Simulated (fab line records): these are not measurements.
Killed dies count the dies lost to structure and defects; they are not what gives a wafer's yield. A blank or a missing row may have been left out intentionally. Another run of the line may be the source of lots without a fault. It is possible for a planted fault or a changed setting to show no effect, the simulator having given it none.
Chamber matching ; flow n5_finfet ; N5_GATE_CUT_SAC_CAP_01 on ald_sin-03: 4 sister chambers
The step material SiNx, target thk 24 nm, pulse time 1 s, ald cycles 480. 4 wafers are shown with their chamber, then 11 later ones without.

WAFERS WITH THEIR CHAMBER
wafer;chamber;heater_power_w (W)
L085.3;1;780
L088.5;3;732
L088.6;0;834
L091.2;2;557

WAFERS MISSING THEIR CHAMBER
wafer;heater_power_w (W)
L091.5;786
L091.6;827
L093.1;548
L093.2;772
L093.6;560
L094.1;548
L094.4;792
L094.5;774
L097.2;838
L097.3;553
L097.5;713

WHICH CHAMBER EACH ONE RAN IN
wafer;from the rows above;in truth
L091.5;1;1
L091.6;0;0
L093.1;2;2
L093.2;1;1
L093.6;2;2
L094.1;2;2
L094.4;1;1
L094.5;1;1
L097.2;0;0
L097.3;2;2
L097.5;3;3
Placed correctly: 11 of 11. Not placeable from these rows: 0. 0 placed wrongly.
How it was worked out, from the rows above alone: a wafer's distance from a chamber is the root of the sum, over the readings, of the square of ((its reading less the chamber's mean) divided by the reading's scatter). The wafer belongs to the nearest chamber; if the next one is less than 2 further off, it can't be placed. Each chamber's mean is taken over the wafers shown for it. The scatter (one wafer shown for each chamber): square how far every hidden wafer sits from the nearest shown wafer, average those squares and take the square root.
